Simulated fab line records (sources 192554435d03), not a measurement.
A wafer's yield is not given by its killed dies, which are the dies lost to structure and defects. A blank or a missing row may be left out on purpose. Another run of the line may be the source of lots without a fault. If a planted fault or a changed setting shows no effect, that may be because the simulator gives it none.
Matching of chambers | flow n5_finfet | N5_DUMMY_GATE_HM_OPEN_21 on rie_diel-02 has 4 sister chambers
The step chemistry CH3F/O2, target SiNx, target depth 120 nm, time 171.4 s. 4 wafers are shown with their chamber, then 8 later ones without.

## EACH WAFER AND ITS CHAMBER
wafer  | chamber | showerhead_plenum_p_Torr (Torr)
L084.1 | 1       | 1.94
L089.4 | 3       | 1.99
L089.6 | 0       | 1.93
L091.1 | 2       | 2.08

## WAFERS WITHOUT THEIR CHAMBER
wafer  | showerhead_plenum_p_Torr (Torr)
L091.3 | 1.99
L091.6 | 1.92
L095.1 | 1.99
L095.3 | 1.92
L095.5 | 1.99
L096.1 | 2.07
L096.2 | 1.92
L096.3 | 1.99

## THE CHAMBER EACH PASSED THROUGH
wafer  | from the rows above     | in truth
L091.3 | 3                       | 3
L091.6 | can't be placed: 0 or 1 | 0
L095.1 | 3                       | 3
L095.3 | can't be placed: 0 or 1 | 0
L095.5 | 3                       | 3
L096.1 | 2                       | 2
L096.2 | can't be placed: 0 or 1 | 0
L096.3 | 3                       | 3
Correct placement for 5 of the 8. Not placeable from these rows: 3 (in 3, the candidates include the true chamber). 0 placed wrongly.
How it was worked out, from the rows above alone: a wafer's distance from a chamber is the root of the sum, over the readings, of the square of ((its reading less the chamber's mean) divided by the reading's scatter). The wafer belongs to the nearest chamber; if the next one is less than 2 further off, it can't be placed. Each chamber's mean is taken over the wafers shown for it. The scatter: root of mean squared gap, hidden wafer to nearest shown wafer, with one shown wafer a chamber.
